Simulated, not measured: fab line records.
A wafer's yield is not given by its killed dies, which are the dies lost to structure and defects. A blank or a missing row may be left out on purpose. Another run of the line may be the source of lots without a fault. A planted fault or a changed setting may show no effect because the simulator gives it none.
What tool caused it?    flow n5 finfet    Sampling: 8 lots, 23 wafers, 6 of 1938 route steps

## WHAT THE GAUGES READ, wafer by wafer
N5_BEOL_M2_OCD_MEAS_38.
lot   measured      on      trench depth nm (nm)
L503  day 7 17:17   ocd-02  55.7 56.2
L509  day 8 16:32   ocd-01  55.1 - 53.2
L510  day 8 16:54   ocd-02  55.0 - 54.6
L517  day 10 20:52  ocd-02  56.7 57.5 55.6
L518  day 11 00:40  ocd-02  55.5 55.2 57.4
L522  day 11 16:49  ocd-01  54.8 56.1 56.7
L523  day 12 03:02  ocd-02  57.3 54.9 55.5
L524  day 12 18:42  ocd-02  55.4 57.4 55.8

## WHICH TOOL RAN EACH LOT (tool, then ch and the chambers of the sampled wafers, then the start)
lot   N5_BEOL_M2_HM_DEP_02          N5_BEOL_M2_ETCH_64                  N5_BEOL_M2_ETCH_77                  N5_BEOL_M2_ETCH_69                  N5_BEOL_M2_ETCHBACK_99
L503  pvd sputter-02, day 7 02:26   rie diel-03 ch 1,3, day 7 03:10     rie diel-02 ch 2,3, day 7 04:46     rie diel-02 ch 2,3, day 7 04:47     rie diel-02 ch 1,2, day 7 16:41
L509  pvd sputter-02, day 8 10:15   rie diel-04 ch 0,1,2, day 8 10:58   rie diel-04 ch 0,2,3, day 8 11:56   rie diel-04 ch 0,2,3, day 8 11:57   rie diel-04 ch 0,1,3, day 8 16:08
L510  pvd sputter-02, day 8 10:27   rie diel-02 ch 0,1,2, day 8 11:10   rie diel-03 ch 0,1,3, day 8 12:20   rie diel-03 ch 0,1,3, day 8 12:21   rie diel-02 ch 0,1,2, day 8 16:30
L517  pvd sputter-01, day 10 11:22  rie diel-03 ch 0,3, day 10 12:05    rie diel-03 ch 1,2, day 10 13:07    rie diel-03 ch 1,2, day 10 13:08    rie diel-02 ch 1,2,3, day 10 20:28
L518  pvd sputter-01, day 10 12:27  rie diel-03 ch 0,2,3, day 10 13:24  rie diel-04 ch 0,1, day 10 14:26    rie diel-04 ch 0,1, day 10 14:26    rie diel-02 ch 0,1,2, day 11 00:16
L522  pvd sputter-01, day 11 10:23  rie diel-02 ch 0,1, day 11 11:04    rie diel-04 ch 0,3, day 11 12:44    rie diel-04 ch 0,3, day 11 12:45    rie diel-03 ch 0,1,3, day 11 16:25
L523  pvd sputter-03, day 11 21:43  rie diel-02 ch 1,2,3, day 11 22:47  rie diel-02 ch 0,1,2, day 11 23:44  rie diel-02 ch 0,1,2, day 11 23:45  rie diel-03 ch 0,1,3, day 12 02:38
L524  pvd sputter-02, day 12 02:50  rie diel-04 ch 2,3, day 12 03:28    rie diel-03 ch 0,1,3, day 12 04:26  rie diel-03 ch 0,1,3, day 12 04:26  rie diel-02 ch 0,2,3, day 12 18:18
- N5_BEOL_M2_HM_DEP_02: deposits TiN, target thk 20 nm.
- N5_BEOL_M2_ETCH_64: etches SOC in N2/H2, target depth 75 nm, overetch 22.5 nm, time 121.9 s.
- N5_BEOL_M2_ETCH_77: etches underlayer in N2/H2, target depth 6.5 nm, time 5.2 s.
- N5_BEOL_M2_ETCH_69: etches SiARC in CF4, target depth 15.6 nm, time 26 s.
- N5_BEOL_M2_ETCHBACK_99: etches SiO2 in CHF3, target depth 5 nm, time 10.4 s.

## THE ANSWER, worked out from the rows above alone
Rule: the lots themselves supply what counts as usual. The widest of any qualifying gaps counts: lots, ordered by their means at a reading, are off when they make up no more than a third of the lots, leave a main group of 4 or more, and stand apart from it by 3 or more times the standard deviation of that group's means. If all means in a main group match to the digits the tables above print for the reading, that group is not used. A lot without any number at a reading at which 4 lots or more have one is off too. All remaining lots with rows at the step are treated as sound.
Off: L509, L510, at N5_BEOL_M2_OCD_MEAS_38 (trench depth nm). For the main group the mean is 56.1 nm and the standard deviation 0.25.
If a tool, at a process step before that reading, ran all the lots that are off and no sound lot after the first of them, it fits. The gauges at N5_BEOL_M2_OCD_MEAS_38 are tried like those tools. Of those tried, none fits.

## WHAT THE SIMULATOR HAD PUT IN
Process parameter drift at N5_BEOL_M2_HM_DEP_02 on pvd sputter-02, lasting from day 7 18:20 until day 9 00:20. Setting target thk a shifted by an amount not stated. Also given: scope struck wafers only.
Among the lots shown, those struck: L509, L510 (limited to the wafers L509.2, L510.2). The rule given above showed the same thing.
